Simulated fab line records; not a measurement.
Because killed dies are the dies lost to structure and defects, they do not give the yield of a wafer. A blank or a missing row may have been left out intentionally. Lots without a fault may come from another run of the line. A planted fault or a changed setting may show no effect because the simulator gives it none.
Chamber matching || flow n5 finfet || 3 sister chambers for N5_BEOL_M0_SAQP_HM_DEP_111 on pecvd-03
The step deposits SiO2 from SiH4/N2O, target thk 12 nm, time 7.2 s. 6 wafers are shown with their chamber, then 9 later ones without.

WAFERS PAIRED WITH THEIR CHAMBERS
{"wafer": "L079.2", "chamber": 1, "showerhead plenum p Torr (Torr)": 8.39, "showerhead vpp V (V)": 1083}
{"wafer": "L087.5", "chamber": 0, "showerhead plenum p Torr (Torr)": 8.12, "showerhead vpp V (V)": 1003}
{"wafer": "L087.6", "chamber": 2, "showerhead plenum p Torr (Torr)": 8.10, "showerhead vpp V (V)": 1037}
{"wafer": "L088.2", "chamber": 1, "showerhead plenum p Torr (Torr)": 8.39, "showerhead vpp V (V)": 1108}
{"wafer": "L088.3", "chamber": 0, "showerhead plenum p Torr (Torr)": 8.11, "showerhead vpp V (V)": 1006}
{"wafer": "L088.5", "chamber": 2, "showerhead plenum p Torr (Torr)": 8.09, "showerhead vpp V (V)": 1046}

WAFERS MISSING THEIR CHAMBER
{"wafer": "L090.1", "showerhead plenum p Torr (Torr)": 8.38, "showerhead vpp V (V)": 1109}
{"wafer": "L090.3", "showerhead plenum p Torr (Torr)": 8.13, "showerhead vpp V (V)": 1009}
{"wafer": "L090.4", "showerhead plenum p Torr (Torr)": 8.11, "showerhead vpp V (V)": 1042}
{"wafer": "L093.2", "showerhead plenum p Torr (Torr)": 8.08, "showerhead vpp V (V)": 1054}
{"wafer": "L093.5", "showerhead plenum p Torr (Torr)": 8.38, "showerhead vpp V (V)": 1103}
{"wafer": "L093.6", "showerhead plenum p Torr (Torr)": 8.10, "showerhead vpp V (V)": 1048}
{"wafer": "L094.3", "showerhead plenum p Torr (Torr)": 8.10, "showerhead vpp V (V)": 1036}
{"wafer": "L094.4", "showerhead plenum p Torr (Torr)": 8.09, "showerhead vpp V (V)": 1035}
{"wafer": "L094.5", "showerhead plenum p Torr (Torr)": 8.39, "showerhead vpp V (V)": 1092}

EACH ONE'S CHAMBER
{"wafer": "L090.1", "from the rows above": 1, "in truth": 1}
{"wafer": "L090.3", "from the rows above": 0, "in truth": 0}
{"wafer": "L090.4", "from the rows above": "can't be placed: 2 or 0", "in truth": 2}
{"wafer": "L093.2", "from the rows above": 2, "in truth": 2}
{"wafer": "L093.5", "from the rows above": 1, "in truth": 1}
{"wafer": "L093.6", "from the rows above": 2, "in truth": 2}
{"wafer": "L094.3", "from the rows above": 2, "in truth": 2}
{"wafer": "L094.4", "from the rows above": 2, "in truth": 2}
{"wafer": "L094.5", "from the rows above": 1, "in truth": 1}
8 of 9 placed correctly. From these rows, 1 cannot be placed; in 1 the true chamber is one of the candidates. Wrongly placed: 0.
How it was worked out, from the rows above alone: a wafer's distance from a chamber is the root of the sum, over the readings, of the square of ((its reading less the chamber's mean) divided by the reading's scatter). If the next closest chamber is less than 2 further off than the closest, the wafer can't be placed; otherwise it belongs to the closest. Each chamber's mean is taken over the wafers shown for it. The scatter is the square root of a quotient: the sum, over the shown wafers, of each reading's squared deviation from its chamber's mean, divided by wafers minus chambers.
